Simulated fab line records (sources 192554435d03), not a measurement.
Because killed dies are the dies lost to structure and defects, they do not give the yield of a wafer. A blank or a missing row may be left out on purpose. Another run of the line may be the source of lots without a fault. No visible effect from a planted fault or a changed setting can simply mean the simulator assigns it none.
Struck lot and sound lot, side by side -- flow n5-finfet -- 15 out of 1938 route steps
Sound: these wafers, L141.1, L141.4, L141.5. Wafers L150.2, L150.4, L150.6 were the ones struck. At the end, the cause is stated.
For every step that has rows: the tool of each side, followed by ch and its chambers, followed by its first start. Under that, the readings that differ: sound wafers -- struck wafers -- difference of the means -- sigmas: that difference in standard deviations of wafers without a fault.
alike: same words and numbers on both sides, and readings whose means sit less than 2 such deviations apart. not compared: any withheld reading, any reading some wafer has no value for, any bound like >300 that may hide the same value, and any number with overlapping values for which the record gives no deviation.
The two part at a step that has a row with sigmas, a row that says differs or no value, or rows on one side only. When numbers do not overlap yet have no deviation, they are printed without sigmas and do not part them. Lack of a reading on every wafer of one side parts them only where that side has two or more wafers.

first, 4 steps without rows for these wafers: N5_BEOL_M10_SOFTBAKE_06 (time 60 s); N5_BEOL_M10_EXPOSE_08 (exposes mask M10); N5_BEOL_M10_PEB_09 (peb time 60 s); N5_BEOL_M10_DEVELOP_10 (develop time 30 s).
N5_BEOL_M10_CD_MEAS_11: the cd target is 64.1 nm.
  sound on cd-sem-01 ch 0, day 10 01:35; struck on cd-sem-02 ch 0, day 12 11:46
  alike: cd-nm
N5_BEOL_M10_OVL_MEAS_12:
  sound on overlay-01 ch 0, day 10 01:37; struck on overlay-01 ch 0, day 12 11:47
  alike: M10_OVL
N5_BEOL_M10_INSPECT_13: inspects for defects (brightfield).
  sound on defect-inspect-02, day 10 01:38; struck on defect-inspect-02, day 12 11:49
  alike: raw-defect-count
N5_BEOL_M10_DESCUM_16: chemistry O2, time 7.9 s.
  sound on rie-diel-02 ch 0,1,3, day 10 01:41; struck on rie-diel-02 ch 0,2, day 12 11:50
  alike: drypump-motor-current-A, oes-product-au, rf-vpp-V, showerhead-plenum-p-Torr, throttle-valve-pct
  not compared: rf-hours-counter-h
N5_BEOL_M10_ETCH_61: etches SiARC in CF4, target depth 39 nm, time 65 s.
  sound on rie-diel-02 ch 0,1,3, day 10 01:43; struck on rie-diel-02 ch 0,2, day 12 11:53
  alike: bias-w, drypump-motor-current-A, etch-rf-on-time-s, oes-product-au, rf-vpp-V, showerhead-plenum-p-Torr, throttle-valve-pct
  not compared: rf-hours-counter-h
N5_BEOL_M10_ETCH_62: etches SOC in N2/H2, target depth 110 nm, overetch 22 nm, time 165 s.
  sound on rie-diel-02 ch 0,1,3, day 10 01:46; struck on rie-diel-02 ch 0,2, day 12 11:56
  alike: bias-w, drypump-motor-current-A, oes-product-au, rf-vpp-V, showerhead-plenum-p-Torr, throttle-valve-pct
  not compared: rf-hours-counter-h
then, 1 step without rows for these wafers: N5_BEOL_M10_STRIP_68 (strips in N2/H2).
N5_BEOL_M10_STRIP_67: strips in CF4.
  sound on rie-diel-02 ch 0,1,3, day 10 01:55; struck on rie-diel-02 ch 0,2, day 12 12:05
  alike: drypump-motor-current-A, oes-product-au, rf-vpp-V, showerhead-plenum-p-Torr, throttle-valve-pct
  not compared: rf-hours-counter-h
N5_BEOL_M10_HM_OPEN_17: chemistry Cl2/BCl3, target TiN, target depth 20 nm, overetch 6 nm.
  sound on rie-metal-02 ch 1, day 10 01:58; struck on rie-metal-01 ch 0, day 12 12:09
reading,sound,struck,difference,sigmas
drypump-motor-current-A (A),5.5 5.4 5.5,6.3 6.2 6.3,+0.8,+3
model.SOC_of_BEOL_M10_COAT_59.thk-nm (nm),92.4 92.4 92.6,87.6 87.6 87.2,-5.0,
  alike: bias-w, oes-product-au, throttle-valve-pct
  not compared: rf-hours-counter-h
N5_BEOL_M10_STRIP_19: strips in O2.
  sound on rie-diel-05 ch 0,1, day 10 02:13; struck on rie-diel-05 ch 2,3, day 12 12:22
reading,sound,struck,difference,sigmas
showerhead-plenum-p-Torr (Torr),2.04 2.04 2.04,2.14 2.21 2.21,+0.15,+2
  alike: drypump-motor-current-A, oes-product-au, rf-vpp-V, throttle-valve-pct
  not compared: rf-hours-counter-h
following that, these wafers have no rows for 1 step: N5_PASSIVATION_PROBE_49.

== WHERE THEY PART ==
Earliest at N5_BEOL_M10_HM_OPEN_17; latest, in this record, at N5_BEOL_M10_STRIP_19.

WHY: the cause the simulator had injected
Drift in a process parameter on rie-metal-01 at N5_BEOL_M10_HM_OPEN_17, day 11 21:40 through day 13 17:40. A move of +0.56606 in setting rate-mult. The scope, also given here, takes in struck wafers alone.
